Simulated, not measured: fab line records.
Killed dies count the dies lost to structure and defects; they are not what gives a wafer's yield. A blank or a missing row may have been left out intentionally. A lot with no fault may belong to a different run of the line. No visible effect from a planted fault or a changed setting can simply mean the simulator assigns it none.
fab line records | flow nandHarc
record: lots: 4 wafers: 12 lastDay: 32
route steps=1302 shown A_CHANNEL_HOLE_D2@570 END@1301
lots that met no fault: taken from a fault-free run of the same line
startH: hours from the record's first day to the start of the lot's first wafer shown | waitH: how many hours have passed since the lot's step before this one | " identical to the entry in the row above | L1.1+2: a single row standing in for several wafers | - no value present, or no start provided | * or withheld: withheld | < > ~ a bound
route shown NAME@n: a module of which the file shows steps, and the number in the route of the first | usual: average and standard deviation across the fault-free wafers | same: alike in all rows | chamber/n: place in a boat | sites: per-site readings | _std_site: standard deviation across them | _edge_site: inner sites' mean taken away from outer sites' mean | radiusMm: for every site, how far away it sits from the centre of the wafer | mask NAME#n: copy n | behind: the most recent tool/chamber to have shaped the wafer | hold: why the lot was held/for how many hours/how that ended | device: whichever transistor did not switch (one of n, p or np) | end of line: the tests these same wafers got at the end of their route | for a step that has no rows: nothing shown but its recipe | killed: at the first sort, the dies lost to defects and structure; wafer yield is something else | map: shows each die of a wafer: x if killed, . if not, _ if none is there
set.NAME: setting as actually run; set.NAME@STEP: the setting as run at that earlier step | model.NAME: the simulator's own value behind a step, which no gauge read
lots seen at some steps along the route; tables by step, rows by wafer
services: the hour from which a tool's chamber was out of use, counted from the record's first day as startH (under 0 if before that day), plus the number of hours and why
== steps ==
step: NHARC_A_CHANNEL_HOLE_D2_DEP_00
recipe: targetThkA: 31000 tempC: 400 material: aC
step: NHARC_A_CHANNEL_HOLE_D2_DEP_01
recipe: targetThkA: 1400 targetThkNm: 140 tempC: 400 pressureTorr: 3.5 flowSccm: 200 rfW: 350 material: SiON
step: NHARC_A_CHANNEL_HOLE_D2_DEHYDRATE_02
recipe: tempC: 150 timeS: 120
step: NHARC_A_CHANNEL_HOLE_D2_HMDS_03
recipe: timeS: 30
step: NHARC_A_CHANNEL_HOLE_D2_COAT_36
recipe: tempC: 260 timeS: 75
step: NHARC_A_CHANNEL_HOLE_D2_COAT_37
recipe: tempC: 225 timeS: 65
step: NHARC_A_CHANNEL_HOLE_D2_COAT_04
recipe: spinRpm: 1500 resistThkNm: 90
step: NHARC_A_CHANNEL_HOLE_D2_SOFTBAKE_05
recipe: tempC: 105 timeS: 55
step: NHARC_A_CHANNEL_HOLE_D2_EBR_06
step: NHARC_A_CHANNEL_HOLE_D2_EXPOSE_07
recipe: na: 1.35 targetCdNm: 100 sigmaOuter: 0.3 doseMj: 59.65 maskId: HOLE_D2
step: NHARC_A_CHANNEL_HOLE_D2_PEB_08
recipe: pebTempC: 100 pebTimeS: 65
usual: heaterPowerTotalW: 156.6/0.42 plateTempC: 99.99/0.12
columns lot.wafer tool chamber startH waitH heaterPowerTotalW plateTempC
L279.2 lithoTrack-06 0 301.70 0.1 157.2 100.00
L279.3 " 0 " " 156.0 100.06
L279.6 " 0 " " 157.1 100.06
L285.3 lithoTrack-06 0 390.64 0.0 165.0 103.60
L285.5 " 0 " " 164.9 103.52
L285.6 " 0 " " 164.0 103.37
L287.1 lithoTrack-06 0 405.77 0.1 164.2 103.57
L287.3 " 0 " " 164.1 103.67
L287.4 " 0 " " 164.6 103.73
L297.1 lithoTrack-04 0 507.52 0.1 156.6 100.03
L297.3 " 0 " " 156.7 100.12
L297.4 " 0 " " 156.2 99.88
step: NHARC_A_CHANNEL_HOLE_D2_DEVELOP_09
recipe: developTimeS: 35 devTempC: 23
step: NHARC_A_CHANNEL_HOLE_D2_CD_MEAS_10
recipe: targetCdNm: 100 landingEnergyEv: 500
usual: cdNm: 100.0/0.54
columns lot.wafer tool chamber startH waitH hold cdNm
L279.2 cdSem-01 0 301.78 - - 100.0
L279.3 " 0 " " - 100.4
L279.6 " 0 " " - 100.4
L285.3 cdSem-03 0 390.72 - awaitDispo/0.2h/release 109.9
L285.5 " 0 " " awaitDispo/0.2h/release 110.3
L285.6 " 0 " " awaitDispo/0.2h/release 110.7
L285.3 cdSem-03 0 - - - 109.5
L285.5 " 0 " " - 110.2
L285.6 " 0 " " - 110.9
L287.1 cdSem-02 0 405.85 - awaitDispo/0.2h/release 109.8
L287.3 " 0 " " awaitDispo/0.2h/release 109.9
L287.4 " 0 " " awaitDispo/0.2h/release 109.9
L287.1 cdSem-02 0 - - - 110.0
L287.3 " 0 " " - 109.3
L287.4 " 0 " " - 109.8
L297.1 cdSem-01 0 507.60 - - 100.0
L297.3 " 0 " " - 99.8
L297.4 " 0 " " - 100.6
step: NHARC_A_CHANNEL_HOLE_D2_OVL_MEAS_11
usual: overlayXNm: 0.1/0.91 overlayYNm: -0.2/0.77
columns lot.wafer tool chamber startH waitH hold overlayXNm overlayYNm
L279.2 overlay-02 - 301.87 - - -1.7 0.3
L279.3 " - " " - -2.0 -0.1
L279.6 " - " " - -1.5 -0.2
L285.3 overlay-02 - 395.60 - awaitDispo/4.6h/release 0.8 -0.3
L285.5 " - " " awaitDispo/4.6h/release 0.5 -0.4
L285.6 " - " " awaitDispo/4.6h/release 0.5 -0.6
L287.1 overlay-01 - 414.05 - awaitDispo/7.9h/release 0.7 0.4
L287.3 " - " " awaitDispo/7.9h/release 1.0 0.3
L287.4 " - " " awaitDispo/7.9h/release 0.8 -0.2
L297.1 overlay-02 - 507.69 - - -1.2 1.0
L297.3 " - " " - -1.0 1.0
L297.4 " - " " - -0.7 1.0
step: NHARC_A_CHANNEL_HOLE_D2_DESCUM_15
recipe: timeS: 3 o2FlowSccm: 200 arFlowSccm: 0 biasPowerW: 0 chemistry: O2
usual: drypumpMotorCurrentA: 5.9/0.31 oesProductAu: 0.999/0.01 rfVppV: 57.5/0.88 showerheadPlenumPTorr: 1.85/0.064 throttleValvePct: 11.311/0.0096
columns lot.wafer tool chamber startH waitH drypumpMotorCurrentA oesProductAu rfHoursCounterH rfVppV showerheadPlenumPTorr throttleValvePct model.A_CHANNEL_HOLE_D2.cdNm
L279.2 rieDiel-06 3 301.97 0.1 5.5 1.007 8.3 56.4 1.80 11.312 100.4
L279.3 " 0 " " 5.9 1.016 8.2 56.6 1.81 11.309 100.6
L279.6 " 3 " " 5.5 1.008 - 57.1 1.80 11.298 100
L285.3 rieDiel-06 0 395.71 0.1 5.9 1.017 4.6 57.9 1.80 11.297 109.1
L285.5 " 3 " " 5.5 0.985 - 57.2 1.80 11.308 110.1
L285.6 " 0 " " 5.9 1.014 - 57.6 1.80 11.323 110.1
L287.4 rieDiel-02 3 414.15 0.1 5.6 0.998 0.1 57.2 1.83 11.308 110.6
L287.3 " 0 " " 5.8 0.989 0.1 57.4 1.88 11.310 109.4
L287.1 " 1 " " 5.6 0.978 0.1 57.4 1.86 11.311 111
L297.3 rieDiel-12 2 507.79 0.1 6.6 0.996 2.9 57.5 1.84 11.316 100.2
L297.4 " 3 " " 6.4 0.993 2.8 58.0 1.98 11.313 100.3
L297.1 " 1 " " 6.1 0.995 3.1 59.8 1.89 11.317 98.87
step: NHARC_A_CHANNEL_HOLE_D2_ETCH_38
recipe: targetDepthA: 390 overEtchFrac: 0.3 timeS: 65 ionEnergyEv: 80 cf4FlowSccm: 150 arFlowSccm: 0 rfW: 300 biasW: 100 chemistry: CF4
step: NHARC_A_CHANNEL_HOLE_D2_ETCH_39
recipe: targetDepthA: 2600 overEtchFrac: 0.3 timeS: 325 ionEnergyEv: 200 n2FlowSccm: 150 h2FlowSccm: 150 arFlowSccm: 0 rfW: 400 biasW: 150 chemistry: N2/H2
step: NHARC_A_CHANNEL_HOLE_D2_ETCH_34
recipe: targetDepthA: 1540 timeS: 77 cf4FlowSccm: 100 chf3FlowSccm: 30 arFlowSccm: 0 rfW: 500 biasW: 200 chemistry: CF4/CHF3
step: NHARC_A_CHANNEL_HOLE_D2_ETCH_16
recipe: targetDepthA: 31000 overEtchFrac: 0.3 timeS: 806 ionEnergyEv: 150 o2FlowSccm: 400 cosFlowSccm: 20 arFlowSccm: 0 rfW: 500 biasW: 300 chemistry: O2/COS
step: NHARC_A_CHANNEL_HOLE_D2_CD_MEAS_18
usual: cdNm: 99.5/2.5
columns lot.wafer tool chamber startH waitH hold cdNm
L279.2 cdSem-01 - 303.07 - - 100.5
L279.3 " - " " - 100.6
L279.6 " - " " - 96.2
L285.3 cdSem-02 - 396.82 - awaitDispo/0.2h/release 107.2
L285.5 " - " " awaitDispo/0.2h/release 110.2
L285.6 " - " " awaitDispo/0.2h/release 108.1
L285.3 cdSem-02 - 397.00 0.2 - 107.1
L285.5 " - " " - 109.8
L285.6 " - " " - 108.3
L287.1 cdSem-03 - 415.25 - awaitDispo/0.2h/release 109.4
L287.3 " - " " awaitDispo/0.2h/release 109.9
L287.4 " - " " awaitDispo/0.2h/release 106.8
L287.1 cdSem-03 - 415.44 0.2 - 109.5
L287.3 " - " " - 109.8
L287.4 " - " " - 106.6
L297.1 cdSem-03 - 508.90 - - 98.9
L297.3 " - " " - 102.6
L297.4 " - " " - 97.4
step: NHARC_A_CHANNEL_HOLE_D2_ETCH_20
recipe: biasV: 3000 sourceW: withheld pressureMtorr: 20 timeS: 361.9 arFlowSccm: 375 c4f8FlowSccm: 89.3 o2FlowSccm: 35.7 tempC: -20 targetDepthA: 16000 chemistry: C4F8/O2/Ar
step: NHARC_A_CHANNEL_HOLE_D2_ETCH_21
recipe: biasV: 3000 sourceW: withheld pressureMtorr: 20 timeS: 514.3 arFlowSccm: 375 c4f8FlowSccm: 89.3 o2FlowSccm: 35.7 tempC: -20 targetDepthA: 16000 chemistry: C4F8/O2/Ar
step: NHARC_A_CHANNEL_HOLE_D2_ETCH_22
recipe: biasV: 3000 sourceW: withheld pressureMtorr: 20 timeS: 666.7 arFlowSccm: 375 c4f8FlowSccm: 89.3 o2FlowSccm: 35.7 tempC: -20 targetDepthA: 16000 chemistry: C4F8/O2/Ar
step: NHARC_A_CHANNEL_HOLE_D2_ETCH_23
recipe: biasV: 5000 sourceW: withheld pressureMtorr: 20 timeS: 819 arFlowSccm: 375 c4f8FlowSccm: 89.3 o2FlowSccm: 35.7 tempC: -20 targetDepthA: 16000 chemistry: C4F8/O2/Ar
step: NHARC_A_CHANNEL_HOLE_D2_ETCH_24
recipe: biasV: 5000 sourceW: withheld pressureMtorr: 20 timeS: 906.2 arFlowSccm: 375 c4f8FlowSccm: 93.8 o2FlowSccm: 31.2 tempC: -20 targetDepthA: 15000 chemistry: C4F8/O2/Ar
step: NHARC_A_CHANNEL_HOLE_D2_ETCH_25
recipe: biasV: 5000 sourceW: withheld pressureMtorr: 20 timeS: 1040.2 arFlowSccm: 375 c4f8FlowSccm: 93.8 o2FlowSccm: 31.2 tempC: -20 targetDepthA: 15000 chemistry: C4F8/O2/Ar
step: NHARC_A_CHANNEL_HOLE_D2_ETCH_26
recipe: biasV: 300 sourceW: 2000 pressureMtorr: 30 timeS: 224.1 arFlowSccm: 375 c4f8FlowSccm: 11.4 o2FlowSccm: 113.6 tempC: -20 targetDepthA: 3000 chemistry: C4F8/O2/Ar
step: NHARC_A_CHANNEL_HOLE_D2_ETCH_27
recipe: biasV: 400 sourceW: 2000 pressureMtorr: 25 timeS: 90 arFlowSccm: 375 c4f8FlowSccm: 41.7 o2FlowSccm: 83.3 tempC: -20 targetDepthA: 4000 chemistry: C4F8/O2/Ar
step: NHARC_A_CHANNEL_HOLE_D2_STRIP_41
recipe: n2FlowSccm: 150 h2FlowSccm: 150 arFlowSccm: 0 biasW: 0 chemistry: N2/H2
step: NHARC_A_CHANNEL_HOLE_D2_STRIP_42
recipe: cf4FlowSccm: 100 chf3FlowSccm: 30 arFlowSccm: 0 biasW: 0 chemistry: CF4/CHF3
step: NHARC_A_CHANNEL_HOLE_D2_STRIP_43
recipe: o2FlowSccm: 400 cosFlowSccm: 20 arFlowSccm: 0 biasW: 0 chemistry: O2/COS
step: NHARC_A_CHANNEL_HOLE_D2_ETCH_44
recipe: targetDepthA: 1400 overetchA: 140 timeS: 77 ionEnergyEv: 100 cf4FlowSccm: 80 o2FlowSccm: 20 arFlowSccm: 0 rfW: 300 biasW: 100 chemistry: CF4/O2
usual: drypumpMotorCurrentA: 5.88/0.29 oes_f_703_au: 1.001/0.0047 oesProductAu: 0.999/0.011 rfVppV: 197.0/1.4 showerheadPlenumPTorr: 1.29/0.047 throttleValvePct: 13.398/0.0094
columns lot.wafer tool chamber startH waitH drypumpMotorCurrentA oes_f_703_au oesProductAu rfHoursCounterH rfVppV showerheadPlenumPTorr throttleValvePct model.A_CHANNEL_HOLE_D2.cdNm
L279.3 rieDiel-12 0 309.90 0.1 5.94 1.003 0.984 3.0 199.9 1.41 13.403 88.9
L279.2 " 1 " " 6.06 0.998 0.986 3.3 196.3 1.32 13.388 89.64
L279.6 " 2 " " 6.54 0.998 1.011 - 196.4 1.29 13.390 87.71
L285.3 rieDiel-06 0 415.65 0.1 5.87 1.003 1.019 5.6 195.7 1.26 13.378 98.21
L285.5 " 0 " " 5.90 1.006 1.024 - 197.1 1.26 13.396 99.97
L285.6 " 1 " " 5.74 0.996 1.005 - 195.0 1.25 13.398 100.2
L287.4 rieDiel-02 1 427.21 0.6 5.60 0.995 0.995 1.2 196.8 1.30 13.411 100.4
L287.1 " 2 " " 6.20 1.009 1.017 1.3 196.3 1.27 13.396 101.4
L287.3 " 3 " " 5.60 1.006 0.994 1.4 196.7 1.28 13.387 99.73
L297.3 rieDiel-06 1 516.09 0.1 5.71 1.005 0.995 0.4 196.2 1.25 13.409 87.34
L297.4 " 2 " " 5.82 1.000 0.976 0.4 196.8 1.26 13.390 90.17
L297.1 " 3 " " 5.46 1.000 0.991 0.3 196.3 1.26 13.398 87.4
step: NHARC_A_CHANNEL_HOLE_D2_STRIP_28
recipe: o2FlowSccm: 500 arFlowSccm: 0 biasW: 0 chemistry: O2
step: NHARC_A_CHANNEL_HOLE_D2_PRECLEAN_29
recipe: timeS: * tempC: 50 bathAgeMin: 0 chemistry: SC1
step: NHARC_A_CHANNEL_HOLE_D2_SRD_30
step: NHARC_A_CHANNEL_HOLE_D2_CD_MEAS_31
usual: cdNm: 89.9/1.3
columns lot.wafer tool chamber startH waitH hold cdNm
L279.2 cdSem-03 - 310.69 - - 89.3
L279.3 " - " " - 88.5
L279.6 " - " " - 87.2
L285.3 cdSem-03 - 416.56 - awaitDispo/0.2h/release 98.6
L285.5 " - " " awaitDispo/0.2h/release 100.7
L285.6 " - " " awaitDispo/0.2h/release 99.8
L285.3 cdSem-03 - 416.75 0.2 - 98.7
L285.5 " - " " - 100.5
L285.6 " - " " - 100.0
L287.1 cdSem-03 - 428.36 - awaitDispo/0.2h/release 101.4
L287.3 " - " " awaitDispo/0.2h/release 100.1
L287.4 " - " " awaitDispo/0.2h/release 99.7
L287.1 cdSem-03 - 428.55 0.2 - 101.1
L287.3 " - " " - 99.7
L287.4 " - " " - 99.5
L297.1 cdSem-01 - 516.88 - - 87.0
L297.3 " - " " - 87.9
L297.4 " - " " - 90.3
step: NHARC_A_CHANNEL_HOLE_D2_XSEM_32
recipe: landingEnergyEv: 35000
usual: botCdNm: 74.4/1.5 bowNm: 8.59/0.29 tiltDeg: 0.07/0.035
columns lot.wafer tool chamber startH waitH hold botCdNm bowNm tiltDeg
L279.2 xsem-01 0 310.77 0.1 - 73.2 9.00 0.06
L279.3 " 0 " " - 71.7 9.02 0.06
L279.6 " 0 " " - 70.2 9.09 0.06
L285.3 xsem-01 0 421.93 5.2 awaitDispo/5.1h/release 83.3 8.14 0.05
L285.5 " 0 " " awaitDispo/5.1h/release 84.7 8.21 0.05
L285.6 " 0 " " awaitDispo/5.1h/release 83.9 8.17 0.05
L287.1 xsem-01 0 430.70 2.2 awaitDispo/2.1h/release 86.4 8.62 0.08
L287.3 " 0 " " awaitDispo/2.1h/release 84.5 8.61 0.08
L287.4 " 0 " " awaitDispo/2.1h/release 85.2 8.56 0.09
L297.1 xsem-01 0 516.98 0.1 - 71.2 8.82 0.10
L297.3 " 0 " " - 72.2 8.82 0.10
L297.4 " 0 " " - 74.7 8.79 0.10
step: NHARC_END_WLT_00
usual: VT_DECK1_BOTTOM: 0.873/0.0067 VT_DECK1_BOTTOM_INNER: 0.873/0.0064 VT_DECK1_MEDIAN_NEAR_BOTTOM: 0.874/0.0067 VT_DECK1_MEDIAN_NEAR_BOTTOM_INNER: 0.873/0.007 VT_DECK1_MIDDLE: 0.885/0.0061 VT_DECK1_MIDDLE_INNER: 0.885/0.0057 VT_DECK1_TOP: 0.896/0.0065 VT_DECK1_TOP_INNER: 0.896/0.006 VT_DECK2_BOTTOM: 0.870/0.0069 VT_DECK2_BOTTOM_INNER: 0.870/0.0064 VT_DECK2_MEDIAN_NEAR_BOTTOM: 0.871/0.0068 VT_DECK2_MEDIAN_NEAR_BOTTOM_INNER: 0.871/0.0066 VT_DECK2_MIDDLE: 0.883/0.0064 VT_DECK2_MIDDLE_INNER: 0.883/0.0057 VT_DECK2_TOP: 0.895/0.0058 VT_DECK2_TOP_INNER: 0.895/0.006
columns lot.wafer tool chamber startH waitH VT_DECK1_BOTTOM VT_DECK1_BOTTOM_INNER VT_DECK1_MEDIAN_NEAR_BOTTOM VT_DECK1_MEDIAN_NEAR_BOTTOM_INNER VT_DECK1_MIDDLE VT_DECK1_MIDDLE_INNER VT_DECK1_TOP VT_DECK1_TOP_INNER VT_DECK2_BOTTOM VT_DECK2_BOTTOM_INNER VT_DECK2_MEDIAN_NEAR_BOTTOM VT_DECK2_MEDIAN_NEAR_BOTTOM_INNER VT_DECK2_MIDDLE VT_DECK2_MIDDLE_INNER VT_DECK2_TOP VT_DECK2_TOP_INNER
L279.2 prober-01 - 568.87 0.5 0.871 0.867 0.877 0.873 0.889 0.885 0.904 0.907 0.868 0.870 0.864 0.877 0.884 0.887 0.888 0.892
L279.3 " - " " 0.873 0.873 0.861 0.871 0.887 0.885 0.895 0.902 0.876 0.867 0.875 0.868 0.880 0.880 0.893 0.890
L279.6 " - 570.88 2.6 0.873 0.871 0.878 0.874 0.898 0.891 0.900 0.904 0.862 0.867 0.868 0.861 0.884 0.884 0.896 0.905
L285.3 prober-02 - 719.64 1.1 0.863 0.868 0.863 0.866 0.875 0.877 0.884 0.888 0.901 0.900 0.905 0.901 0.916 0.918 0.917 0.926
L285.5 " - 720.67 2.1 0.875 0.860 0.863 0.862 0.874 0.886 0.877 0.885 0.914 0.911 0.905 0.921 0.921 0.920 0.931 0.925
L285.6 " - " " 0.860 0.860 0.875 0.856 0.877 0.878 0.890 0.884 0.902 0.907 0.907 0.907 0.920 0.907 0.932 0.930
L287.1 prober-02 - 722.13 0.0 0.873 0.873 0.871 0.878 0.889 0.883 0.896 0.897 0.917 0.902 0.908 0.915 0.922 0.917 0.928 0.929
L287.3 " - 723.14 1.0 0.884 0.883 0.880 0.877 0.887 0.882 0.896 0.905 0.897 0.905 0.906 0.900 0.922 0.913 0.918 0.934
L287.4 " - " " 0.877 0.886 0.880 0.879 0.896 0.884 0.896 0.898 0.909 0.901 0.909 0.904 0.914 0.914 0.926 0.925
L297.1 prober-02 - 772.16 3.7 0.870 0.874 0.881 0.869 0.887 0.890 0.902 0.890 0.867 0.861 0.869 0.864 0.890 0.881 0.896 0.893
L297.3 " - 773.16 4.7 0.877 0.874 0.873 0.874 0.891 0.885 0.895 0.893 0.867 0.868 0.871 0.860 0.880 0.879 0.891 0.892
L297.4 " - " " 0.872 0.880 0.880 0.882 0.882 0.884 0.894 0.893 0.877 0.874 0.877 0.871 0.873 0.882 0.898 0.898
== services ==
columns tool chamber startH hours kind
rieDiel-06 0 286.22 - clean
rieDiel-06 1 286.22 - clean
rieDiel-06 2 286.22 - clean
rieDiel-12 2 296.80 3.3 repair
rieDiel-02 - 306.39 0.4 repair
rieDiel-06 - 307.20 9.0 pm
rieDiel-02 1 352.07 24.1 repair
lithoTrack-06 - 354.00 7.0 pm
rieDiel-12 - 354.05 0.3 repair
rieDiel-12 1 365.95 14.2 repair
xsem-01 - 374.00 14.0 pm
rieDiel-06 1 374.85 14.9 repair
lithoTrack-04 - 378.00 7.0 pm
rieDiel-02 - 393.70 9.0 pm
rieDiel-12 2 395.01 4.2 repair
rieDiel-12 - 445.42 9.0 pm
rieDiel-02 1 455.86 5.6 repair
rieDiel-06 - 473.57 0.4 repair
rieDiel-06 2 475.67 1.4 repair
rieDiel-12 1 481.06 1.9 repair
rieDiel-06 - 484.20 9.0 pm
rieDiel-02 3 493.72 4.7 repair
rieDiel-02 2 493.90 59.7 repair
rieDiel-12 2 494.14 8.8 repair
== key ==
firstSign: step: NHARC_A_CHANNEL_HOLE_D2_PEB_08 reading: plateTempC direction: up sigmas: 29 usual: * struck: *
effect: step: NHARC_A_CHANNEL_HOLE_D2_PEB_08 reading: heaterPowerTotalW direction: up sigmas: 19 usual: * struck: *
effect: step: NHARC_A_CHANNEL_HOLE_D2_CD_MEAS_10 reading: visit direction: added
effect: step: NHARC_A_CHANNEL_HOLE_D2_CD_MEAS_10 reading: cdNm direction: up sigmas: 19 usual: 100.0 struck: 110.1
effect: step: NHARC_A_CHANNEL_HOLE_D2_CD_MEAS_18 reading: visit direction: added
effect: step: NHARC_A_CHANNEL_HOLE_D2_CD_MEAS_31 reading: cdNm direction: up sigmas: 7.8 usual: 89.9 struck: 100.1
effect: step: NHARC_A_CHANNEL_HOLE_D2_XSEM_32 reading: botCdNm direction: up sigmas: 6.9 usual: 74.4 struck: 84.7
effect: step: NHARC_END_WLT_00 reading: VT_DECK2_MEDIAN_NEAR_BOTTOM_INNER direction: up sigmas: 5.7 usual: 0.871 struck: 0.908
modelEffect: step: NHARC_A_CHANNEL_HOLE_D2_DESCUM_15 value: A_CHANNEL_HOLE_D2.cdNm without: 100.4 struck: 110.1
modelEffect: step: NHARC_A_CHANNEL_HOLE_D2_ETCH_44 value: A_CHANNEL_HOLE_D2.cdNm without: 90.29 struck: 99.97
metAt NHARC_A_CHANNEL_HOLE_D2_PEB_08
struckWafers L285.3,L285.5,L285.6,L287.1,L287.3,L287.4
sortLeftOut L285.3,L285.5,L285.6,L287.1,L287.3,L287.4
testerLeftOut L285,L287
onsetBetween 301.70 390.64
fault: kind: processParameterDrift tool: lithoTrack-06 chamber: - onsetH: 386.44 steps: NHARC_A_CHANNEL_HOLE_D2_PEB_08 channel: pebTempC offset: * shape: step endH: 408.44 actsIn: * stated: *
testerLeftOut: of these lots the tester's yield and bins aren't shown, on N5 and GAA mostly nor the transistor test; their killed dies are dies lost to structure and defects alone, not to doping, threshold or leakage, so they don't give the yield
sortLeftOut: the simulated sort isn't trusted on such a fault, so these wafers' sort isn't shown, and their yield isn't known
